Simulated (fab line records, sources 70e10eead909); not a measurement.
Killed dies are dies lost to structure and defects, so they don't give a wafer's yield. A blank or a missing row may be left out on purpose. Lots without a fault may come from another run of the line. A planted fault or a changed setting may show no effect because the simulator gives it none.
fab line records | flow nand_harc
record lots=6 wafers=17 last_day=32
route steps=1302 shown A_DECK1_JOINT@530 END@1302
lots that met no fault: from a run of the same line without faults
start_h: hours from the record's first day to the start of the lot's first wafer shown | wait_h: hours since the lot's step before | " the same as in the row above | L1.1+2: a row that stands for several wafers | - no value, or no start given | * or withheld: withheld | < > ~ a bound
route shown NAME@n: a module of which the file shows steps, and the number in the route of the first | usual: mean/standard deviation of fault-free wafers | same: alike in all rows | chamber/n: place in a boat | sites: the reading at each site | _std_site: their standard deviation | _edge_site: outer sites' mean less inner sites' | radius_mm: how far each site lies from the wafer's centre | mask NAME#n: copy n | behind: the tool/chamber that last shaped the wafer | hold: why the lot was held/for how many hours/how that ended | device: the transistor (n, p or np) that didn't switch | end of line: the same wafers' tests at the end of the route | a step without rows: its recipe alone | killed: dies lost to structure and defects at the first sort, not the wafer's yield | map: a wafer's dies, x killed, . not, _ none there
set.NAME: the setting as run; set.NAME@STEP: as run at that earlier step | model.NAME: the simulator's own value behind a step, which no gauge read
lots at some steps of the route; a table a step, a row a wafer
services: from which hour (start_h, from the record's first day; less than 0 if before it) a tool's chamber was out of use, for how many hours, and why
## steps
# step NHARC_A_DECK1_JOINT_ETCHBACK_00
# recipe target_depth_a=300 time_s=17.4 hbr_flow_sccm=150 rf_w=350 icp_w=350 bias_w=60 chemistry=HBr
# usual drypump_motor_current_A=5.6/0.54 oes_product_au=1.003/0.011 rf_fwd_power_W=343.7/2 throttle_valve_pct=23.265/0.0088
# same time_s=17.4
# columns lot.wafer tool chamber start_h wait_h drypump_motor_current_A oes_product_au rf_fwd_power_W rf_hours_counter_h throttle_valve_pct
L269.4 rie_si-01 3 255.73 0.1 6.3 1.005 340.6 0.3 23.269
L269.1 " 2 " " 4.9 1.000 344.7 0.3 23.267
L269.5 " 0 " " 4.7 0.997 340.3 - 23.262
L273.3 rie_si-05 0 299.23 0.1 5.9 0.991 344.9 1.1 23.268
L273.4 " 1 " " 5.1 0.995 342.7 1.1 23.270
L273.6 " 3 " " 5.5 1.011 345.8 - 23.270
L276.3 rie_si-03 0 309.36 0.1 5.4 1.009 342.5 0.5 23.264
L276.4 " 1 " " 5.4 1.006 342.0 - 23.275
L276.5 " 2 " " 5.5 1.020 347.8 - 23.257
L278.1 rie_si-01 0 348.85 0.1 4.7 1.000 343.1 1.0 23.252
L278.3 " 2 " " 4.9 0.991 343.1 1.0 23.256
L278.2 " 3 " " 6.3 0.997 338.6 1.0 23.264
L284.4 rie_si-01 2 410.40 0.1 4.9 1.024 343.7 0.2 23.260
L284.1 " 0 " " 4.7 1.002 341.9 0.2 23.254
L284.2 " 1 " " 6.0 0.995 346.4 0.3 23.248
L287.3 rie_si-03 0 443.88 0.1 5.4 0.998 343.3 0.2 23.261
L287.1 " 2 " " 5.5 1.006 344.0 0.2 23.263
# step NHARC_A_DECK1_JOINT_PRECLEAN_30
# recipe time_s=* temp_c=50 bath_age_min=0 chemistry=SC1
# step NHARC_A_DECK1_JOINT_SRD_31
# step NHARC_A_DECK1_JOINT_CVD_34
# recipe target_thk_a=200 temp_c=700 pressure_mtorr=300 material=SiNx
# step NHARC_A_DECK1_JOINT_DEP_06
# recipe target_thk_a=800 temp_c=65 material=SiOx
# step NHARC_A_DECK1_JOINT_CURE_26
# recipe temp_c=150 time_s=32 pressure_atm=0.395
# step NHARC_A_DECK1_JOINT_ANNEAL_27
# recipe temp_c=400 time_s=3600 idle_temp_c=300 ramp_up_c_per_min=10 densification_p_h2o_torr=640
# step NHARC_A_DECK1_JOINT_ANNEAL_28
# recipe temp_c=500 time_s=1800 idle_temp_c=400 ramp_up_c_per_min=10 densification_p_h2o_torr=640
# step NHARC_A_DECK1_JOINT_ANNEAL_29
# recipe temp_c=750 time_s=1800 idle_temp_c=500 ramp_up_c_per_min=10 ramp_down_c_per_min=3
# step NHARC_A_DECK1_JOINT_CMP_02
# recipe material=SiOx
# usual motor_current_A=12.2/0.95 pad_life_wafers=209/110
# columns lot.wafer tool chamber start_h wait_h motor_current_A pad_life_wafers
L269.4 cmp-02 0 280.38 0.4 10.6 174
L269.1 " 2 " " 12.2 176
L269.5 " 1 " " 11.7 -
L273.4 cmp-04 1 321.70 0.4 13.0 31
L273.3 " 2 " " 12.1 32
L273.6 " 0 " " 11.7 -
L276.4 cmp-01 1 329.35 0.4 12.9 168
L276.3 " 2 " " 13.6 169
L276.5 " 1 " " 12.2 -
L278.3 cmp-04 2 374.68 0.4 12.0 210
L278.2 " 3 " " 13.0 211
L278.1 " 0 " " 12.1 212
L284.1 cmp-04 3 434.83 0.4 12.6 85
L284.4 " 0 " " 12.3 86
L284.2 " 1 " " 13.2 87
L287.3 cmp-02 0 466.00 0.4 10.3 121
L287.1 " 2 " " 12.7 123
# step NHARC_A_DECK1_JOINT_SRD_15
# step NHARC_A_DECK1_JOINT_DEP_16
# recipe target_thk_a=450 temp_c=400 pressure_torr=6.5 rf_w=900 teos_flow_sccm=161.4 flow_sccm=2650 target_thk_nm=45 gas=O2 material=SiO2
# usual heater_power_w=564/71 rf_fwd_power_W=895.8/2.7 throttle_valve_pct=16.1/0.4
# columns lot.wafer tool chamber start_h wait_h heater_power_w rf_fwd_power_W since_wet_clean_h throttle_valve_pct
L269.1 pecvd-01 0 280.77 0.1 572 901.6 138 16.3
L269.5 " 1 " " 527 899.4 - 15.4
L269.4 " 2 " " 501 899.1 - 15.6
L273.3 pecvd-03 1 322.06 0.1 558 894.6 124 16.0
L273.6 " 1 " " 563 891.1 - 16.2
L273.4 " 2 " " 527 898.4 - 16.0
L276.3 pecvd-02 0 329.75 0.1 646 893.6 90 16.1
L276.4 " 0 " " 652 890.1 - 16.0
L276.5 " 2 " " 495 895.3 - 16.7
L278.1 pecvd-01 2 375.07 0.1 631 893.8 51 16.0
L278.3 " 0 " " 451 897.9 51 15.8
L278.2 " 1 " " 441 894.2 51 15.3
L284.2 pecvd-03 0 435.19 0.1 634 889.8 56 16.6
L284.1 " 1 " " 631 893.7 56 15.5
L284.4 " 0 " " 634 892.6 - 16.6
L287.1 pecvd-03 0 466.36 0.1 663 888.7 87 16.4
L287.3 " 1 " " 600 893.4 87 15.5
# step NHARC_A_DECK1_JOINT_THK_MEAS_17
# recipe thk_meas_gauge=ellipsometry
# usual thk_nm=45.2/1.2
# columns lot.wafer tool chamber start_h wait_h thk_nm
L269.1 film_metro-02 - 281.05 0.3 44.0
L269.4 " - " " 45.9
L269.5 " - " " 46.7
L273.3 film_metro-02 - 322.34 0.3 46.0
L273.4 " - " " 43.7
L273.6 " - " " 44.3
L276.3 film_metro-01 - 330.02 0.3 43.8
L276.4 " - " " 46.3
L276.5 " - " " 46.4
L278.1 film_metro-01 - 375.35 0.3 45.9
L278.2 " - " " 45.9
L278.3 " - " " 43.0
L284.1 film_metro-02 - 435.47 0.2 51.4
L284.2 " - " " 46.5
L284.4 " - " " 45.2
L287.1 film_metro-01 - 466.64 0.3 52.7
L287.3 " - " " 44.2
# step NHARC_A_DECK1_JOINT_INSPECT_05
# usual raw_defect_count=314/110
# columns lot.wafer tool chamber start_h wait_h raw_defect_count
L269.1 defect_inspect-02 - 281.08 0.0 656
L269.4 " - " " 436
L269.5 " - " " 286
L273.3 defect_inspect-01 - 322.38 0.0 221
L273.4 " - " " 350
L273.6 " - " " 179
L276.3 defect_inspect-02 - 330.06 0.0 239
L276.4 " - " " 296
L276.5 " - " " 637
L278.1 defect_inspect-02 - 375.39 0.0 376
L278.2 " - " " 323
L278.3 " - " " 336
L284.1 defect_inspect-01 - 435.51 0.0 186
L284.2 " - " " 341
L284.4 " - " " 166
L287.1 defect_inspect-02 - 466.67 0.0 190
L287.3 " - " " 293
# step NHARC_END_SORT_01
# recipe temp_c=25
# usual killed_at_array=65/19 killed_at_other=0.9/1.1 killed_at_periphery=3.5/2.3 killed_dies=69/19 killed_open=3.2/1.8 killed_short=2.4/1.5
# same gross_dies=677
# columns lot.wafer tool chamber start_h wait_h killed_at_array killed_at_other killed_at_periphery killed_dies killed_open killed_short
L269.1 prober-01 0 573.96 2.5 60 1 2 63 4 4
L269.4 prober-01 0 576.35 3.4 65 0 4 69 4 3
L269.5 prober-01 0 577.14 3.7 67 0 2 69 4 3
L273.3 prober-02 0 609.64 3.1 66 1 0 67 3 1
L273.4 prober-02 0 610.45 3.4 63 0 1 64 4 0
L273.6 prober-02 0 612.07 4.0 71 3 5 79 3 3
L276.3 prober-02 0 628.91 3.1 49 0 6 55 1 2
L276.4 prober-02 0 629.71 3.4 64 0 5 69 4 2
L276.5 prober-02 0 630.52 3.7 66 0 7 73 2 7
L278.1 prober-02 0 662.05 2.5 102 0 3 105 2 1
L278.2 prober-02 0 662.85 2.8 93 0 2 95 3 3
L278.3 prober-02 0 663.65 3.1 82 1 2 85 1 3
L284.1 prober-01 0 714.74 2.5 34 0 5 39 4 3
L284.2 prober-01 0 715.55 2.8 29 1 4 34 6 2
L284.4 prober-01 0 717.16 3.4 22 0 5 27 4 4
L287.1 prober-01 0 761.41 2.5 78 1 5 84 6 1
L287.3 prober-01 0 763.03 3.1 74 0 2 76 0 3
# killed by level:class
L269.1 A_CHANNEL_HOLE_D1:chamber_film_flake=29 A_CHANNEL_HOLE_D2:chamber_film_flake=20 A_M1:geometric_particle:short=2 A_CONTACT:chamber_film_flake=2 P_CONTACT:geometric_particle:open=1 P_M0:geometric_particle:open=1 A_CHANNEL_FILL_D2:geometric_particle:short=1 A_CHANNEL_FILL_D2:geometric_particle:open=1
L269.4 A_CHANNEL_HOLE_D1:chamber_film_flake=31 A_CHANNEL_HOLE_D2:chamber_film_flake=20 A_M1:chamber_film_flake=3 P_CONTACT:geometric_particle:open=2 P_GATE:chamber_film_flake=2 A_CHANNEL_FILL_D2:chamber_film_flake=2 A_CONTACT:chamber_film_flake=2 A_SOURCE_PLATE:geometric_particle:open=1
L269.5 A_CHANNEL_HOLE_D1:chamber_film_flake=28 A_CHANNEL_HOLE_D2:chamber_film_flake=26 A_STAIRCASE:chamber_film_flake=3 A_WL_FILL:geometric_particle:short=2 A_WL_FILL:geometric_particle:open=2 A_M1:chamber_film_flake=2 P_CONTACT:geometric_particle:open=1 A_ONON_D1:geometric_particle:open=1
L273.3 A_CHANNEL_HOLE_D2:chamber_film_flake=26 A_CHANNEL_HOLE_D1:chamber_film_flake=21 A_CONTACT:chamber_film_flake=8 A_STAIRCASE:chamber_film_flake=4 A_ONON_D2:geometric_particle:open=2 A_BLC:chamber_film_flake=2 A_WL_FILL:geometric_particle:open=1 A_M1:geometric_particle:short=1
L273.4 A_CHANNEL_HOLE_D1:chamber_film_flake=30 A_CHANNEL_HOLE_D2:chamber_film_flake=19 A_CONTACT:chamber_film_flake=6 A_WL_FILL:geometric_particle:open=2 A_STAIRCASE:chamber_film_flake=2 A_BLC:chamber_film_flake=2 P_GATE:geometric_particle:open=1 A_CHANNEL_FILL_D2:geometric_particle:open=1
L273.6 A_CHANNEL_HOLE_D1:chamber_film_flake=29 A_CHANNEL_HOLE_D2:chamber_film_flake=24 A_CONTACT:chamber_film_flake=5 P_GATE:chamber_film_flake=3 A_STAIRCASE:chamber_film_flake=3 A_ONON_D1:geometric_particle:short=2 A_WL_FILL:chamber_film_flake=2 A_BLC:chamber_film_flake=2
L276.3 A_CHANNEL_HOLE_D1:chamber_film_flake=33 A_CHANNEL_HOLE_D2:chamber_film_flake=11 P_GATE:chamber_film_flake=4 A_CONTACT:chamber_film_flake=2 A_SOURCE_PLATE:geometric_particle:open=1 A_ONON_D1:geometric_particle:short=1 A_CHANNEL_FILL_D2:geometric_particle:short=1 P_ZERO_WELL:chamber_film_flake=1
L276.4 A_CHANNEL_HOLE_D1:chamber_film_flake=40 A_CHANNEL_HOLE_D2:chamber_film_flake=12 A_CONTACT:chamber_film_flake=4 P_GATE:chamber_film_flake=3 P_M0:chamber_film_flake=2 A_SOURCE_PLATE:geometric_particle:short=1 A_ONON_D1:geometric_particle:open=1 A_CHANNEL_FILL_D1:geometric_particle:short=1
L276.5 A_CHANNEL_HOLE_D1:chamber_film_flake=43 A_CHANNEL_HOLE_D2:chamber_film_flake=12 A_CHANNEL_FILL_D1:geometric_particle:short=3 P_M0:chamber_film_flake=3 P_GATE:chamber_film_flake=3 A_ONON_D1:geometric_particle:short=2 A_CONTACT:chamber_film_flake=2 P_CONTACT:geometric_particle:open=1
L278.1 A_SLIT:chamber_film_flake=36 A_CHANNEL_HOLE_D1:chamber_film_flake=31 A_CHANNEL_HOLE_D2:chamber_film_flake=22 A_CONTACT:chamber_film_flake=5 P_GATE:chamber_film_flake=2 A_ZERO_WELL:chamber_film_flake=2 A_CHANNEL_HOLE_D1:geometric_particle:open=1 A_SGD_CUT:geometric_particle:short=1
L278.2 A_CHANNEL_HOLE_D1:chamber_film_flake=28 A_CHANNEL_HOLE_D2:chamber_film_flake=26 A_SLIT:chamber_film_flake=25 A_CONTACT:chamber_film_flake=4 P_M0:geometric_particle:short=2 A_BLC:geometric_particle:open=2 A_STAIRCASE:chamber_film_flake=2 A_WL_FILL:chamber_film_flake=2
L278.3 A_SLIT:chamber_film_flake=34 A_CHANNEL_HOLE_D1:chamber_film_flake=28 A_CHANNEL_HOLE_D2:chamber_film_flake=13 A_BONDPAD:chamber_film_flake=4 P_CONTACT:geometric_particle:short=1 A_CHANNEL_FILL_D1:geometric_particle:short=1 A_SGD_CUT:geometric_particle:short=1 P_M1:chamber_film_flake=1
L284.1 A_CHANNEL_HOLE_D1:chamber_film_flake=14 A_CONTACT:chamber_film_flake=6 P_GATE:chamber_film_flake=4 A_CHANNEL_FILL_D1:chamber_film_flake=2 A_DECK1_JOINT:chamber_film_flake=2 A_SLIT:chamber_film_flake=2 A_CHANNEL_FILL_D1:geometric_particle:open=1 A_CHANNEL_FILL_D1:geometric_particle:short=1
L284.2 A_CHANNEL_HOLE_D1:chamber_film_flake=9 A_SLIT:chamber_film_flake=7 P_GATE:chamber_film_flake=4 A_CHANNEL_FILL_D1:geometric_particle:open=2 A_ONON_D2:geometric_particle:open=2 A_DECK1_JOINT:chamber_film_flake=2 A_CHANNEL_FILL_D2:geometric_particle:short=1 A_WL_FILL:geometric_particle:short=1
L284.4 A_CHANNEL_HOLE_D1:chamber_film_flake=9 P_GATE:chamber_film_flake=3 A_SLIT:chamber_film_flake=3 P_M0:geometric_particle:open=1 A_CHANNEL_FILL_D1:geometric_particle:open=1 A_CHANNEL_FILL_D1:geometric_particle:short=1 A_DECK1_JOINT:geometric_particle:open=1 A_DECK1_JOINT:geometric_particle:short=1
L287.1 A_SLIT:chamber_film_flake=32 A_CHANNEL_HOLE_D1:chamber_film_flake=30 A_CONTACT:chamber_film_flake=5 A_CHANNEL_FILL_D1:chamber_film_flake=3 A_BLC:geometric_particle:open=2 P_ZERO_WELL:chamber_film_flake=2 A_WL_FILL:chamber_film_flake=2 P_CONTACT:geometric_particle:open=1
L287.3 A_CHANNEL_HOLE_D1:chamber_film_flake=32 A_SLIT:chamber_film_flake=27 A_CONTACT:chamber_film_flake=8 A_DECK1_JOINT:chamber_film_flake=2 A_STAIRCASE:chamber_film_flake=2 P_M0:geometric_particle:short=1 A_CHANNEL_FILL_D1:geometric_particle:short=1 A_ONON_D2:geometric_particle:short=1
## services
# columns tool chamber start_h hours kind
cmp-02 - 235.00 4.0 pm
pecvd-03 1 247.46 8.8 repair
pecvd-01 - 263.20 0.7 repair
cmp-01 - 273.13 1.0 repair
cmp-01 - 283.63 4.0 pm
rie_si-03 3 296.36 16.9 repair
pecvd-01 - 296.58 1.5 repair
rie_si-05 - 305.00 9.0 pm
cmp-04 - 307.03 4.0 pm
pecvd-01 - 311.22 13.0 pm
cmp-04 - 324.17 5.4 repair
pecvd-02 1 331.67 18.1 repair
cmp-02 - 333.00 4.0 pm
cmp-04 - 345.63 0.6 repair
rie_si-03 - 345.89 0.1 repair
cmp-02 - 349.91 0.9 repair
cmp-02 - 357.93 58.3 repair
pecvd-03 - 366.57 13.0 pm
cmp-04 - 368.56 0.6 repair
rie_si-01 - 370.02 9.0 pm
rie_si-03 - 398.00 9.0 pm
cmp-04 - 405.03 4.0 pm
rie_si-03 3 428.55 15.5 repair
cmp-02 - 431.00 4.0 pm
## key
first_sign step=NHARC_A_DECK1_JOINT_THK_MEAS_17 reading=thk_nm direction=up sigmas=5.9 usual=45.2 struck=52.1
effect none on later readings
met_at NHARC_A_DECK1_JOINT_DEP_16
struck_wafers L284.1,L287.1
tester_left_out L284,L287
fault kind=process_parameter_drift tool=pecvd-03 chamber=- onset_h=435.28 steps=NHARC_A_DECK1_JOINT_DEP_16 channel=target_thk_nm offset=6.5427 shape=step end_h=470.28 scope=struck_wafers_only acts_in=these_recipes_only stated=45
# tester_left_out: of these lots the tester's yield and bins aren't shown, on N5 and GAA mostly nor the transistor test; their killed dies are dies lost to structure and defects alone, not to doping, threshold or leakage, so they don't give the yield
